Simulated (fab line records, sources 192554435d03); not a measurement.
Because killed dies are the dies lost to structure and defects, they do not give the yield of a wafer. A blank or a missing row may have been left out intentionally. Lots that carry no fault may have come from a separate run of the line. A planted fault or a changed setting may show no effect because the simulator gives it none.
Which of the tools did it? -- flow n5Finfet -- 12 lots, 36 wafers sampled, at 2 steps of a route of 1938

## WHAT THE GAUGES SHOWED, per wafer
N5_BEOL_M14_CD_MEAS_17: the cd target is 250 nm.
lot,measured,on,cdNm (nm)
L076,day 12 04:07,cdSem-02,250.1 252.0 249.2
L075,day 12 20:01,cdSem-03,250.2 249.8 249.9
L083,day 13 14:22,cdSem-02,249.1 249.2 249.8
L080,day 14 04:51,cdSem-03,249.0 247.7 247.5
L084,day 14 17:49,cdSem-01,250.3 251.8 251.7
L087,day 14 22:01,cdSem-01,245.8 245.8 247.3
L086,day 15 11:20,cdSem-03,249.1 249.3 249.3
L090,day 15 17:57,cdSem-02,248.3 249.5 248.9
L092,day 16 17:38,cdSem-03,249.0 249.7 249.0
L093,day 16 19:34,cdSem-03,251.3 251.3 252.4
L095,day 17 01:42,cdSem-01,249.8 249.8 249.9
L097,day 18 02:57,cdSem-02,248.8 248.7 248.0

## WHAT TOOL EACH LOT RAN ON (gives the tool, then ch and the chambers of the sampled wafers, and finally the start)
lot,N5_BEOL_M13_DEP_53
L076,"pecvd-03 ch 0,2, day 12 02:51"
L075,"pecvd-02 ch 1,2, day 12 18:52"
L083,"pecvd-03 ch 0,2, day 13 13:05"
L080,"pecvd-03 ch 0,1, day 14 03:41"
L084,"pecvd-01 ch 1, day 14 16:34"
L087,"pecvd-03 ch 0,2, day 14 20:45"
L086,"pecvd-03 ch 0,1,2, day 15 10:03"
L090,"pecvd-01 ch 0,2, day 15 16:48"
L092,"pecvd-02 ch 1,2, day 16 16:27"
L093,"pecvd-03 ch 0,1, day 16 18:14"
L095,"pecvd-01 ch 0,1, day 17 00:25"
L097,"pecvd-01 ch 0,1, day 18 01:37"
- N5_BEOL_M13_DEP_53: deposits SiCN from 3MS/NH3, target thk 50 nm, time 17.8 s.

## THE ANSWER, worked out from the rows above alone
Rule: usual is defined by the lots themselves. The widest of any qualifying gaps counts: lots, ordered by their means at a reading, are off when they make up no more than a third of the lots, leave a main group of 4 or more, and stand apart from it by 3 or more times the standard deviation of that group's means. A main group is skipped when, at the precision printed for the reading in the tables above, its means are all equal. A lot without any number at a reading at which 4 lots or more have one is off too. All remaining lots with rows at the step are treated as sound.
Across all readings shown, no lot is off: no conclusion can be drawn from this.

## WHAT THE SIMULATOR HAD PUT IN
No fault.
